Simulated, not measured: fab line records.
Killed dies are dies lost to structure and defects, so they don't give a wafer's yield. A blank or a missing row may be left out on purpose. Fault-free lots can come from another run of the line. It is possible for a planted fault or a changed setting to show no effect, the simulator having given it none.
A struck lot beside a sound one -- flow n5-finfet -- 15 out of 1938 route steps
Sound: wafers L224.1, L224.3, L224.4. Struck: wafer L233.3. (L233.4 of the same lot was not struck and is left out.) The cause comes at the end.
At each step with rows: each side's tool, then ch and its chambers, then its first start. Under that, the readings that differ: sound wafers -- struck wafers -- difference of the means -- sigmas: that difference in standard deviations of wafers without a fault.
alike: readings with means less than 2 such deviations apart, plus words and numbers identical on both sides. not compared: withheld readings, readings lacking a value on some wafer, bounds such as >300 that could conceal the same value, and numbers that have no deviation in the record and whose values overlap.
The two part at a step that has a row with sigmas, a row that says differs or no value, or rows on one side only. Non-overlapping numbers with no deviation appear without sigmas and do not part them. A reading that every wafer of one side lacks parts them only if that side has two wafers or more.

first, 7 steps without rows for these wafers: N5_PASSIVATION_COAT_24; N5_PASSIVATION_EBR_26; N5_PASSIVATION_SOFTBAKE_25 (time 90 s); N5_PASSIVATION_EXPOSE_27 (exposes mask PAD, defocus 0 nm); N5_PASSIVATION_PEB_28; N5_PASSIVATION_DEVELOP_29 (develop time 60 s); N5_PASSIVATION_HARDBAKE_31 (time 120 s).
N5_PASSIVATION_CD_MEAS_30: target cd 4000 nm.
  sound on cd-sem-02 ch 0, day 13 13:29; struck on cd-sem-03 ch 0, day 15 12:05
  alike: cd-nm
N5_PASSIVATION_OVL_MEAS_63:
  sound on overlay-01 ch 0, day 13 13:31; struck on overlay-01 ch 0, day 15 12:07
  alike: PAD_OVL
N5_PASSIVATION_INSPECT_64: inspects for defects (macro).
  sound on defect-inspect-01, day 13 13:32; struck on defect-inspect-02, day 15 12:08
  alike: raw-defect-count
N5_PASSIVATION_DESCUM_32: chemistry O2, time 7.9 s.
  sound on rie-diel-06 ch 0,1,2, day 13 13:35; struck on rie-diel-02 ch 1, day 15 12:10
reading,sound,struck,difference,sigmas
oes-product-au (a.u.),0.73 0.66 0.67,0.90,+0.21,+2
rf-hours-counter-h (h),163 249 244,29,-190,
throttle-valve-pct (%),20.3 20.7 20.9,19.8,-0.8,-2
  alike: drypump-motor-current-A, rf-vpp-V, showerhead-plenum-p-Torr
N5_PASSIVATION_AL_ETCH_33: etches Al in Cl2/BCl3, stops on TaN, target depth 2800 nm, time 466.7 s.
  sound on rie-metal-03 ch 0,1, day 13 13:40; struck on rie-metal-01 ch 1, day 15 12:23
  alike: drypump-motor-current-A, oes-product-au, throttle-valve-pct
  not compared: rf-hours-counter-h
N5_PASSIVATION_ETCH_59: etches TaN in Cl2/BCl3, target depth 65 nm, time 34.9 s.
  sound on rie-metal-03 ch 0,1, day 13 14:04; struck on rie-metal-01 ch 1, day 15 12:41
reading,sound,struck,difference,sigmas
oes-product-au (a.u.),0.84 0.85 0.79,0.99,+0.16,+5
throttle-valve-pct (%),21.52 21.51 21.09,20.53,-0.84,-5
model.etch.depth-nm (nm),64.72 65.55 65.12,94.74,+29.61,
  alike: drypump-motor-current-A
  not compared: rf-hours-counter-h
N5_PASSIVATION_STRIP_34: strips in O2.
  sound on rie-diel-02 ch 0,1,3, day 13 14:11; struck on rie-diel-02 ch 0, day 15 12:47
  alike: drypump-motor-current-A, oes-product-au, rf-vpp-V, showerhead-plenum-p-Torr, throttle-valve-pct
  not compared: rf-hours-counter-h
N5_PASSIVATION_PROBE_49:
  rows exist in the record for the struck wafers here (prober-01, day 15 18:07), but not for the sound ones

## WHERE THEY PART
Last at N5_PASSIVATION_PROBE_49 as far as this record goes, first at N5_PASSIVATION_DESCUM_32.

WHY: what had been put in by the simulator
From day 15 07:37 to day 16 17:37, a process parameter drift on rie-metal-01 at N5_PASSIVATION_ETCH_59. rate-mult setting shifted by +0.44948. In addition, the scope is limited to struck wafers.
